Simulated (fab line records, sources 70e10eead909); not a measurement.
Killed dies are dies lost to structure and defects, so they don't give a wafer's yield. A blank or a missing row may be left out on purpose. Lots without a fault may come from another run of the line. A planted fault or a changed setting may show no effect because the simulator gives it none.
A struck lot beside a sound one | flow nand_harc | 13 steps out of a route of 1159
Sound: wafers L274.2, L274.3, L274.4. Struck: wafers L284.2, L284.4, L284.5. The cause comes at the end.
At each step with rows: each side's tool, then ch and its chambers, then its first start. Under that, the readings that differ: sound wafers | struck wafers | difference of the means | sigmas: that difference in standard deviations of wafers without a fault.
alike: readings whose means differ by less than 2 such deviations, and words and numbers that are the same on both sides. not compared: withheld readings, readings that some wafer has no value for, bounds like >300 that may hide the same value, and numbers for which the record gives no deviation and whose values overlap.
The two part at a step that has a row with sigmas, a row that says differs or no value, or rows on one side only. Numbers that don't overlap but have no deviation are shown without sigmas and don't part them. A reading that every wafer of one side lacks parts them only if that side has two wafers or more.

first, 2 steps without rows for these wafers: NHARC_A_STAIRCASE_PRECLEAN_448 (cleans in SC1); NHARC_A_STAIRCASE_SRD_449.
NHARC_A_STAIRCASE_CMP_450: polishes SiO2, target thk 200 nm.
  sound on cmp-04 ch 1,2,3, day 14 19:41; struck on cmp-03 ch 0,1,3, day 17 10:26
  alike: edge_zone_pressure_frac, motor_current_A
NHARC_A_STAIRCASE_CMP_152: polishes.
  sound on cmp-04 ch 1,2,3, day 14 19:46; struck on cmp-03 ch 0,1,3, day 17 10:30
  alike: edge_zone_pressure_frac, motor_current_A
then, 2 steps without rows for these wafers: NHARC_A_STAIRCASE_SRD_154; NHARC_A_STAIRCASE_ETCH_403 (etches SiO2 in dHF, target depth 108.2 nm).
NHARC_A_STAIRCASE_ETCHBACK_422: etches the open film in CH3F/O2, target depth 40 nm, time 74.286 s.
  sound on rie_diel-13 ch 0,1, day 14 20:13; struck on rie_diel-06 ch 0,1, day 17 10:59
  alike: ch3f_flow_sccm, drypump_motor_current_A, oes_product_au, rf_vpp_V, showerhead_plenum_p_Torr, throttle_valve_pct
  not compared: rf_hours_counter_h
then, 1 step without rows for these wafers: NHARC_A_STAIRCASE_ETCH_423 (etches SiO2 in dHF, target depth 30 nm).
NHARC_A_STAIRCASE_ETCHBACK_157: etches the open film in CH3F/O2, target depth 90 nm, time 167.14 s.
  sound on rie_diel-06 ch 0,2,3, day 14 20:39; struck on rie_diel-06 ch 2,3, day 17 11:21
  alike: ch3f_flow_sccm, drypump_motor_current_A, oes_product_au, rf_vpp_V, showerhead_plenum_p_Torr, throttle_valve_pct
  not compared: rf_hours_counter_h
then, 1 step without rows for these wafers: NHARC_A_STAIRCASE_STRIP_475 (strips in O2, time 20 s).
NHARC_A_STAIRCASE_DEP_471: deposits SiO2, target thk 100 nm.
  sound on pecvd-03 ch 0,1,2, day 14 21:08; struck on pecvd-04 ch 0,1,2, day 17 11:45
  alike: heater_power_w, susceptor_temp_C, throttle_valve_pct
NHARC_A_STAIRCASE_CMP_472: polishes SiO2.
  sound on cmp-03 ch 1,2,3, day 14 21:26; struck on cmp-04 ch 0,1,2, day 17 12:05
  no value came back on the struck wafers for edge_zone_pressure_frac, motor_current_A (A); on the sound wafers edge_zone_pressure_frac reads 1.002 0.996 0.997
-- the record jumps here: 6 days lie between the struck wafers' starts before and after (it left off in module A_STAIRCASE and takes up again in module END, whose first step shown is number 1159 of the route) --
NHARC_END_SORT_01:
  the record has rows for the struck wafers here (prober-01 ch 0, day 23 04:04) and none for the sound ones

WHERE THEY PART
First at NHARC_A_STAIRCASE_CMP_472; last, within this record, at NHARC_END_SORT_01.

WHY: what the simulator had put in
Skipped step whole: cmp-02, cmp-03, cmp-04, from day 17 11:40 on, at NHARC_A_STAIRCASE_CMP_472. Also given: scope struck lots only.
